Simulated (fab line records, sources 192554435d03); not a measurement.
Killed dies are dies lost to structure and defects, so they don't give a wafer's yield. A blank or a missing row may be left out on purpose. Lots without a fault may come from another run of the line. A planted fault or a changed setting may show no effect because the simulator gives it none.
A struck lot beside a sound one | flow n5_finfet | 22 steps out of a route of 1938
Sound: wafers L785.1, L785.2, L785.6. Struck: wafers L794.1, L794.2, L794.3. The cause comes at the end.
At each step with rows: each side's tool, then ch and its chambers, then its first start. Under that, the readings that differ: sound wafers | struck wafers | difference of the means | sigmas: that difference in standard deviations of wafers without a fault.
alike: readings whose means differ by less than 2 such deviations, and words and numbers that are the same on both sides. not compared: withheld readings, readings that some wafer has no value for, bounds like >300 that may hide the same value, and numbers for which the record gives no deviation and whose values overlap.
The two part at a step that has a row with sigmas, a row that says differs or no value, or rows on one side only. Numbers that don't overlap but have no deviation are shown without sigmas and don't part them. A reading that every wafer of one side lacks parts them only if that side has two wafers or more.

N5_WELL_APT_CD_MEAS_08: target cd 200 nm.
  sound on cd_sem-01 ch 0, day 2 07:49; struck on cd_sem-03 ch 0, day 4 13:36
  alike: cd_nm
N5_WELL_APT_OVL_MEAS_09:
  sound on overlay-02 ch 0, day 2 07:50; struck on overlay-02 ch 0, day 4 13:38
  alike: NWELL_OVL
N5_WELL_APT_INSPECT_10: inspects for defects (macro).
  sound on defect_inspect-01, day 2 07:52; struck on defect_inspect-02, day 4 13:39
  alike: raw_defect_count
N5_WELL_APT_DESCUM_13: chemistry O2, time 7.9 s.
  sound on rie_diel-06 ch 0,2,3, day 2 08:32; struck on rie_diel-06 ch 0,2,3, day 4 13:41
  alike: chamber_pressure_mTorr, drypump_motor_current_A, oes_product_au, rf_fwd_power_W, rf_vpp_V, showerhead_plenum_p_Torr, throttle_valve_pct
  not compared: rf_hours_counter_h
then, 8 steps without rows for these wafers: N5_WELL_APT_IMPLANT_14; N5_WELL_APT_IMPLANT_15; N5_WELL_APT_STRIP_16 (strips in SPM, time 900 s); N5_WELL_APT_HMDS_18 (time 60 s); N5_WELL_APT_COAT_19 (resist thk 950 nm); N5_WELL_APT_EBR_21; N5_WELL_APT_SOFTBAKE_20 (time 60 s); N5_WELL_APT_EXPOSE_22 (exposes mask PWELL, defocus 0 nm, target cd 200 nm).
N5_WELL_APT_PEB_23: peb time 90 s.
  sound on litho_track-03 ch 0, day 2 09:35; struck on litho_track-03 ch 0, day 4 14:38
  reading                  | sound                | struck               | difference | sigmas
  heater_power_total_W (W) | 173.7 172.8 171.8    | 179.6 180.9 180.4    | +7.5       | +10
  plate_temp_C (C)         | 129.90 129.76 130.06 | 134.43 134.27 134.35 | +4.44      | +34
then, 2 steps without rows for these wafers: N5_WELL_APT_DEVELOP_24 (develop time 45 s); N5_WELL_APT_HARDBAKE_29 (time 120 s).
N5_WELL_APT_CD_MEAS_25: target cd 200 nm.
  sound on cd_sem-03 ch 0, day 2 09:42; struck on cd_sem-02 ch 0, day 4 14:44
  reading    | sound             | struck            | difference | sigmas
  cd_nm (nm) | 199.3 201.1 199.8 | 218.9 220.8 217.3 | +18.9      | +8
N5_WELL_APT_OVL_MEAS_26:
  sound on overlay-01 ch 0, day 2 09:44; struck on overlay-01 ch 0, day 4 14:46
  alike: PWELL_OVL
N5_WELL_APT_INSPECT_27: inspects for defects (macro).
  sound on defect_inspect-02, day 2 09:45; struck on defect_inspect-02, day 4 14:47
  alike: raw_defect_count
N5_WELL_APT_DESCUM_30: chemistry O2, time 7.9 s.
  sound on rie_diel-01 ch 0,3, day 2 09:47; struck on rie_diel-01 ch 0,2,3, day 4 14:50
  reading                   | sound             | struck            | difference | sigmas
  model.WELL_APT.cd_nm (nm) | 199.4 201.1 199.5 | 218.7 220.6 217.4 | +18.9      |
  alike: chamber_pressure_mTorr, drypump_motor_current_A, oes_product_au, rf_fwd_power_W, rf_vpp_V, showerhead_plenum_p_Torr, throttle_valve_pct
  not compared: rf_hours_counter_h
then, 1 step without rows for these wafers: N5_WELL_APT_IMPLANT_31.
-- the record jumps here: 7 days lie between the struck wafers' starts before and after (it left off in module WELL_APT and takes up again in module BEOL_M4, whose first step shown is number 1111 of the route) --
N5_BEOL_M4_RC_MEAS_101:
  sound on prober-02 ch 0, day 9 08:28; struck on prober-02 ch 0, day 11 18:22
  reading       | sound          | struck         | difference | sigmas
  ION_P (uA/um) | 477 471 474    | 460 460 460    | -14        | -2
  VT_P (mV)     | -247 -247 -247 | -253 -254 -256 | -7         | -2
  alike: DIBL_N, DIBL_P, IOFF_N, IOFF_P, ION_N, SS_N, SS_P, VT_N
-- the record jumps here: 4 days lie between the struck wafers' starts before and after (it left off in module BEOL_M4 and takes up again in module PASSIVATION, whose first step shown is number 1936 of the route) --
N5_PASSIVATION_PROBE_49:
  the record has rows for the struck wafers here (prober-01, day 16 00:35) and none for the sound ones

WHERE THEY PART
First at N5_WELL_APT_PEB_23; last, within this record, at N5_PASSIVATION_PROBE_49.

WHY: what the simulator had put in
Process parameter drift: litho_track-03, from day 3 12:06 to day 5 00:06, at N5_WELL_APT_PEB_23. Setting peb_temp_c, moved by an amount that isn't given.
